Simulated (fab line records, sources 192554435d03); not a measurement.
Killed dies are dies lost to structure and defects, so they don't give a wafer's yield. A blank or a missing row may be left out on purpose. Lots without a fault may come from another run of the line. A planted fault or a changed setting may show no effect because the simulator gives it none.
Which tool did it? | flow n5_finfet | 11 lots, 31 wafers sampled, at 4 steps of a route of 1938

WHAT THE GAUGES READ, wafer by wafer
N5_PASSIVATION_INSPECT_61: inspects for defects (macro).
lot  | measured     | on                | raw_defect_count
L387 | day 12 08:35 | defect_inspect-02 | 3 0 2
L389 | day 12 08:34 | defect_inspect-01 | 1 0 5
L393 | day 12 20:07 | defect_inspect-02 | 0 5
L392 | day 12 22:15 | defect_inspect-02 | 2 2
L396 | day 13 16:01 | defect_inspect-01 | 2 2 2
L394 | day 13 21:14 | defect_inspect-01 | 2 3 0
L402 | day 16 04:25 | defect_inspect-01 | 1 4 4
L403 | day 16 11:14 | defect_inspect-02 | 6 2 0
L404 | day 16 11:24 | defect_inspect-02 | 0 1 3
L406 | day 16 12:42 | defect_inspect-01 | 1 2 3
L405 | day 17 03:50 | defect_inspect-01 | 5 4 4

WHICH TOOL RAN EACH LOT (tool, then ch and the chambers of the sampled wafers, then the start)
lot  | N5_MIM_TOP_LITHO_DESCUM_10         | N5_MIM_BOT_ETCH_ETCH_03           | N5_PASSIVATION_EXPOSE_07
L387 | rie_diel-03 ch 1,3, day 12 05:03   | rie_metal-03 ch 0, day 12 06:23   | krf_scanner-01 ch 0, day 12 08:22
L389 | rie_diel-06 ch 1,2,3, day 12 05:04 | rie_metal-02 ch 0, day 12 06:28   | krf_scanner-01 ch 0, day 12 08:20
L393 | rie_diel-06 ch 1,3, day 12 16:13   | rie_metal-01 ch 0,1, day 12 17:16 | krf_scanner-02 ch 0, day 12 19:53
L392 | rie_diel-04 ch 1,2, day 12 19:21   | rie_metal-03 ch 0,1, day 12 20:33 | krf_scanner-02 ch 0, day 12 22:02
L396 | rie_diel-04 ch 2,3, day 13 13:49   | rie_metal-03 ch 0,1, day 13 14:52 | krf_scanner-02 ch 0, day 13 15:47
L394 | rie_diel-06 ch 1,2, day 13 17:05   | rie_metal-02 ch 1, day 13 18:12   | krf_scanner-01 ch 0, day 13 21:01
L402 | rie_diel-03 ch 0,2, day 15 23:33   | rie_metal-01 ch 0,1, day 16 00:39 | krf_scanner-01 ch 0, day 16 04:11
L403 | rie_diel-06 ch 1,2, day 16 06:20   | rie_metal-02 ch 0,1, day 16 07:28 | krf_scanner-01 ch 0, day 16 11:01
L404 | rie_diel-04 ch 0,1,2, day 16 07:15 | rie_metal-02 ch 0,1, day 16 08:50 | krf_scanner-02 ch 0, day 16 11:10
L406 | rie_diel-04 ch 1,2, day 16 09:51   | rie_metal-02 ch 0,1, day 16 10:46 | krf_scanner-02 ch 0, day 16 12:29
L405 | rie_diel-06 ch 1,2, day 16 22:02   | rie_metal-02 ch 0,1, day 16 23:22 | krf_scanner-02 ch 0, day 17 03:36
- N5_MIM_TOP_LITHO_DESCUM_10: chemistry O2, time 7.9 s.
- N5_MIM_BOT_ETCH_ETCH_03: etches the open film in Cl2/BCl3, target depth 12 nm.
- N5_PASSIVATION_EXPOSE_07: exposes mask TV, defocus 0 nm, target cd 3000 nm.

THE ANSWER, worked out from the rows above alone
Rule: what is usual is taken from the lots themselves. Put in order of their means at a reading, lots are off if they are a third of the lots or fewer, leave a main group of 4 or more, and stand apart from it by a gap of 3 or more times the standard deviation of the main group's means; of several such gaps the widest counts. A main group whose means are all the same, to the digits that the tables above print for the reading, isn't used. A lot without any number at a reading at which 4 lots or more have one is off too. The other lots that the step has rows for count as sound.
No lot is off at any reading shown: from this, nothing can be told.

WHAT THE SIMULATOR HAD PUT IN
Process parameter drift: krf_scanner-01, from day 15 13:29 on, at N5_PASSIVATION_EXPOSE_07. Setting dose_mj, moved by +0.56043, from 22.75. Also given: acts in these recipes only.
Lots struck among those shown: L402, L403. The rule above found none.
